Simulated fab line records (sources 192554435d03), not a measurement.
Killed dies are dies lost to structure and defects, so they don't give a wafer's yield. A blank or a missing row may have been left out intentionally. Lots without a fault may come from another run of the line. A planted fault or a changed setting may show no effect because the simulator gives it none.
Chamber matching | flow n5 finfet | 4 sister chambers for N5_MOL_CONTACT_COAG_ETCH_90 on rie diel-04
The step etches SiARC in CF4, target depth 13 nm, time 21.7 s. 8 wafers are shown with their chamber, then 6 later ones without.

## WAFERS WITH THEIR CHAMBER
wafer  | chamber | throttle valve pct (%) | showerhead plenum p Torr (Torr)
L393.2 | 2       | 15.37                  | 2.06
L393.4 | 3       | 15.93                  | 2.24
L394.5 | 3       | 15.94                  | 2.24
L395.1 | 1       | 15.61                  | 2.01
L395.2 | 0       | 16.04                  | 2.12
L395.5 | 1       | 15.62                  | 2.01
L397.4 | 0       | 16.06                  | 2.12
L397.5 | 2       | 15.38                  | 2.05

## WAFERS WITHOUT THEIR CHAMBER
wafer  | throttle valve pct (%) | showerhead plenum p Torr (Torr)
L398.1 | 16.06                  | 2.12
L398.3 | 15.37                  | 2.05
L398.5 | 15.39                  | 2.05
L414.3 | 15.24                  | 2.25
L414.5 | 16.04                  | 2.22
L414.6 | 15.46                  | 2.04

## CHAMBER TAKEN BY EACH
wafer  | from the rows above | in truth
L398.1 | 0                   | 0
L398.3 | 2                   | 2
L398.5 | 2                   | 2
L414.3 | 2                   | 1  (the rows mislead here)
L414.5 | 3                   | 3
L414.6 | 2                   | 2
Correctly placed: 5 of 6. Can't be placed from these rows: 0. Number placed wrongly: 1.
How it was worked out, from the rows above alone: a wafer's distance from a chamber is the root of the sum, over the readings, of the square of ((its reading less the chamber's mean) divided by the reading's scatter). The wafer belongs to the nearest chamber; if the next one is less than 2 further off, it can't be placed. Each chamber's mean is taken over the wafers shown for it. The scatter is the square root of a quotient: the sum, over the shown wafers, of each reading's squared deviation from its chamber's mean, divided by wafers minus chambers.
